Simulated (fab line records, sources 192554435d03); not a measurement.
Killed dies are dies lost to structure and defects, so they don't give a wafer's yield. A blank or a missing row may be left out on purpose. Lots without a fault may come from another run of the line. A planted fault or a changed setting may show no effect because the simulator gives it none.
One fault seen from 3 desks | flow n5_finfet | each desk has only its own numbers; what lay behind them comes last

THE TOOL OWNER'S DESK: rie_diel-05
The tool's own readings at N5_SD_EPI_N_ETCH_45 (etches SiOCN in CH3F/O2, target depth 6 nm): means of the sampled wafers that have a number, for each lot that ran on this tool. A lot is out of limits, marked OUT, if its mean lies more than 4 standard deviations from the usual mean; the brackets give that distance. Of its 8 readings 7 are shown: those that lie furthest out on some lot.
Columns: A = CH3F_flow_sccm at N5_SD_EPI_N_ETCH_45, usual 30.00 sccm; B = O2_flow_sccm at N5_SD_EPI_N_ETCH_45, usual 20.00 sccm; C = drypump_motor_current_A at N5_SD_EPI_N_ETCH_45, usual 5.73 A; D = oes_product_au at N5_SD_EPI_N_ETCH_45, usual 0.80 a.u.; E = rf_vpp_V at N5_SD_EPI_N_ETCH_45, usual 127.7 V; F = showerhead_plenum_p_Torr at N5_SD_EPI_N_ETCH_45, usual 2.02 Torr; G = throttle_valve_pct at N5_SD_EPI_N_ETCH_45, usual 23.31 %
lot  | first seen here | A     | B     | C    | D    | E     | F    | G
L912 | day 3 07:53     | 30.01 | 19.98 | 5.86 | 0.82 | 127.3 | 2.01 | 23.31
L922 | day 5 21:32     | 29.97 | 20.02 | 5.67 | 0.76 | 127.6 | 2.00 | 23.17
L923 | day 6 02:18     | 29.96 | 20.02 | 5.95 | 0.84 | 128.1 | 2.02 | 23.27
This desk's finding: nothing out of limits on any of the 3 lots.

THE METROLOGY DESK
What the gauges read, lot by lot, whatever tool the lot ran on: means of the sampled wafers that have a number. A lot is out of limits, marked OUT, if its mean lies more than 4 standard deviations from the usual mean; the brackets give that distance.
Columns: A = cd_nm at N5_SD_EPI_N_CD_MEAS_09, usual 120.5 nm; B = SD_N_BLK_OVL at N5_SD_EPI_N_OVL_MEAS_10, usual 0.0 nm
lot  | first seen here | A     | B
L912 | day 3 07:17     | 121.9 | -0.1
L919 | day 5 03:22     | 120.8 | -0.8
L922 | day 5 20:45     | 120.4 | 1.0
L923 | day 6 01:10     | 119.8 | 0.3
L933 | day 8 18:11     | 120.4 | 0.3
L934 | day 8 21:05     | 119.8 | -0.3
This desk's finding: nothing out of limits on any of the 6 lots.

THE DEFECT DESK
What the inspections along the route counted, lot by lot: means of the sampled wafers that have a number. A lot is out of limits, marked OUT, if its mean lies more than 4 standard deviations from the usual mean; the brackets give that distance.
Columns: A = raw_defect_count at N5_SD_EPI_N_INSPECT_11, usual 2.3
lot  | first seen here | A
L912 | day 3 07:20     | 0.7
L919 | day 5 03:25     | 3.3
L922 | day 5 20:49     | 3.0
L923 | day 6 01:14     | 1.7
L933 | day 8 18:14     | 3.0
L934 | day 8 21:08     | 2.0
This desk's finding: nothing out of limits on any of the 6 lots.

PUT TOGETHER
The tool owner's desk saw nothing out of limits.
The metrology desk saw nothing out of limits.
The defect desk saw nothing out of limits.

WHAT THE SIMULATOR HAD PUT IN
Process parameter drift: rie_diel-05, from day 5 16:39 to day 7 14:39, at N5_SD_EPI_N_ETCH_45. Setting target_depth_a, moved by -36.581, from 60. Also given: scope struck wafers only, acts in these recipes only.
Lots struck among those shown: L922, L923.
